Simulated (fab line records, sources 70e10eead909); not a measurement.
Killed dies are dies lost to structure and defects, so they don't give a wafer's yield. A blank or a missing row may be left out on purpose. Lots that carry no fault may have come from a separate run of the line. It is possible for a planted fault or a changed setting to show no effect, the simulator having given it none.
A lot that was struck, set against a sound lot / flow nand_harc / 40 out of 1302 route steps
Sound: the wafers L138.2, L138.3, L138.5. Struck: wafer L151.4 (left out: L151.3, a lot-mate that was not struck); the cause follows at the end.
For every step that has rows: the tool of each side, followed by ch and its chambers, followed by its first start. Under that, the readings that differ: sound wafers / struck wafers / difference of the means / sigmas: that difference in standard deviations of wafers without a fault.
alike: a reading whose means differ by less than 2 such deviations, as well as words and numbers matching on both sides. not compared: withheld readings; readings where some wafer has no value; bounds like >300 that might hide an equal value; numbers whose values overlap and for which the record gives no deviation.
The two part at a step that has a row with sigmas, a row that says differs or no value, or rows on one side only. Numbers that have no deviation but don't overlap get no sigmas and don't part them. Lack of a reading on every wafer of one side parts them only where that side has two or more wafers.

first, 2 steps without rows for these wafers: NHARC_A_STAIRCASE_SRD_154; NHARC_A_STAIRCASE_ETCH_403 (etches SiO2 in dHF, target depth 108.2 nm).
NHARC_A_STAIRCASE_ETCHBACK_422: etches the open film in CH3F/O2, target depth 40 nm, time 74.286 s.
  sound on rie_diel-01 ch 0,2, day 21 20:05; struck on rie_diel-10 ch 0, day 27 10:40
  alike: chamber_pressure_mTorr, drypump_motor_current_A, oes_product_au, rf_fwd_power_W, rf_vpp_V, showerhead_plenum_p_Torr, throttle_valve_pct
  not compared: rf_hours_counter_h
then, 2 steps without rows for these wafers: NHARC_A_STAIRCASE_ETCH_423 (etches SiO2 in dHF, target depth 30 nm); NHARC_A_STAIRCASE_ETCHBACK_157 (etches the open film in CH3F/O2, target depth 90 nm, time 167.14 s).
NHARC_A_STAIRCASE_STRIP_475: strips in O2, time 20 s.
  sound: rie_diel-10 ch 0,1; struck: rie_diel-10 ch 2
  alike: chamber_pressure_mTorr, drypump_motor_current_A, oes_product_au, rf_vpp_V, showerhead_plenum_p_Torr, throttle_valve_pct
  not compared: rf_hours_counter_h
then, 3 steps without rows for these wafers: NHARC_A_STAIRCASE_DEP_471 (deposits SiO2, target thk 100 nm); NHARC_A_STAIRCASE_CMP_472 (polishes SiO2); NHARC_A_STAIRCASE_SRD_474.
NHARC_A_STAIRCASE_INSPECT_155:
  sound on defect_inspect-01, day 21 21:25; struck on defect_inspect-01, day 27 11:59
  alike: raw_defect_count
NHARC_A_SGD_CUT_DEP_00: deposits SiNx, target thk 50 nm.
  sound on pecvd-03 ch 0,1,2, day 21 21:31; struck on pecvd-03 ch 1, day 27 12:05
  alike: heater_power_w, rf_fwd_power_W
then, 10 steps without rows for these wafers: NHARC_A_SGD_CUT_DEHYDRATE_01 (time 120 s); NHARC_A_SGD_CUT_HMDS_02 (time 30 s); NHARC_A_SGD_CUT_COAT_56 (time 75 s); NHARC_A_SGD_CUT_COAT_57 (time 65 s); NHARC_A_SGD_CUT_COAT_03 (resist thk 90 nm); NHARC_A_SGD_CUT_SOFTBAKE_04 (time 55 s); NHARC_A_SGD_CUT_EBR_05; NHARC_A_SGD_CUT_EXPOSE_06 (exposes mask SGD); NHARC_A_SGD_CUT_PEB_07 (peb time 65 s); NHARC_A_SGD_CUT_DEVELOP_08 (develop time 35 s).
NHARC_A_SGD_CUT_CD_MEAS_09: the cd target is 100 nm.
  sound on cd_sem-03 ch 0, day 21 22:05; struck on cd_sem-01 ch 0, day 27 12:39
  alike: cd_nm
NHARC_A_SGD_CUT_OVL_MEAS_10:
  sound on overlay-02, day 21 22:10; struck on overlay-02, day 27 12:44
  alike: overlay_x_nm, overlay_y_nm
NHARC_A_SGD_CUT_INSPECT_11:
  sound on defect_inspect-02, day 21 22:12; struck on defect_inspect-02, day 27 12:47
  alike: raw_defect_count
NHARC_A_SGD_CUT_DESCUM_14: chemistry O2, time 3 s.
  sound on rie_diel-13 ch 0,1,3, day 21 22:16; struck on rie_diel-13 ch 3, day 27 12:51
  alike: chamber_pressure_mTorr, drypump_motor_current_A, oes_product_au, rf_vpp_V, showerhead_plenum_p_Torr, throttle_valve_pct
  not compared: rf_hours_counter_h
NHARC_A_SGD_CUT_ETCH_58: etches the open film in CF4, target depth 39 nm, time 65 s.
  sound on rie_diel-13 ch 0,1, day 21 22:21; struck on rie_diel-13 ch 2, day 27 12:56
  alike: chamber_pressure_mTorr, drypump_motor_current_A, oes_product_au, rf_fwd_power_W, rf_vpp_V, showerhead_plenum_p_Torr, throttle_valve_pct
  not compared: rf_hours_counter_h
then, 4 steps without rows for these wafers: NHARC_A_SGD_CUT_ETCH_59 (etches the open film in N2/H2, target depth 260 nm, time 406.25 s); NHARC_A_SGD_CUT_ETCH_15 (etches the open film in CH3F/O2, target depth 75 nm, time 64.3 s); NHARC_A_SGD_CUT_ETCH_16 (etches the open film in C4F8/O2/Ar, target depth 310.5 nm, time 155.2 s); NHARC_A_SGD_CUT_STRIP_60 (strips in C4F8/O2/Ar).
NHARC_A_SGD_CUT_STRIP_17: strips in O2.
  sound: rie_diel-13 ch 2,3; struck: rie_diel-13 ch 1
  alike: chamber_pressure_mTorr, drypump_motor_current_A, oes_product_au, rf_vpp_V, showerhead_plenum_p_Torr, throttle_valve_pct
  not compared: rf_hours_counter_h
then, 8 steps without rows for these wafers: NHARC_A_SGD_CUT_PRECLEAN_18 (cleans in SC1); NHARC_A_SGD_CUT_SRD_19; NHARC_A_SGD_CUT_DEP_20 (deposits SiO2, target thk 150 nm); NHARC_A_SGD_CUT_ANNEAL_27 (time 1800 s); NHARC_A_SGD_CUT_CMP_21 (polishes, target thk 148.19 nm); NHARC_A_SGD_CUT_SRD_23; NHARC_A_SGD_CUT_ETCH_26 (etches SiO2 in dHF, target depth 45.8 nm); NHARC_A_SGD_CUT_ETCHBACK_24 (etches the open film in CH3F/O2, target depth 50 nm, time 92.857 s).
-- break in the record here, with 6 days between the starts of the struck wafers on either side (left off in module A_SGD_CUT, picked up again in module END, where the first step shown is number 1302 on the route) --
NHARC_END_SORT_01:
  sound on prober-02 ch 0, day 27 01:04; struck on prober-01 ch 0, day 33 04:11
reading=killed_at_array; sound=36 40 39; struck=674; difference=+636; sigmas=+42
reading=killed_dies; sound=41 46 42; struck=677; difference=+634; sigmas=+42
  alike: killed_at_other, killed_at_periphery, killed_open, killed_short

WHERE THEY PART
At NHARC_END_SORT_01 and nowhere else, as far as this record goes.

WHY: whatever the simulator had introduced
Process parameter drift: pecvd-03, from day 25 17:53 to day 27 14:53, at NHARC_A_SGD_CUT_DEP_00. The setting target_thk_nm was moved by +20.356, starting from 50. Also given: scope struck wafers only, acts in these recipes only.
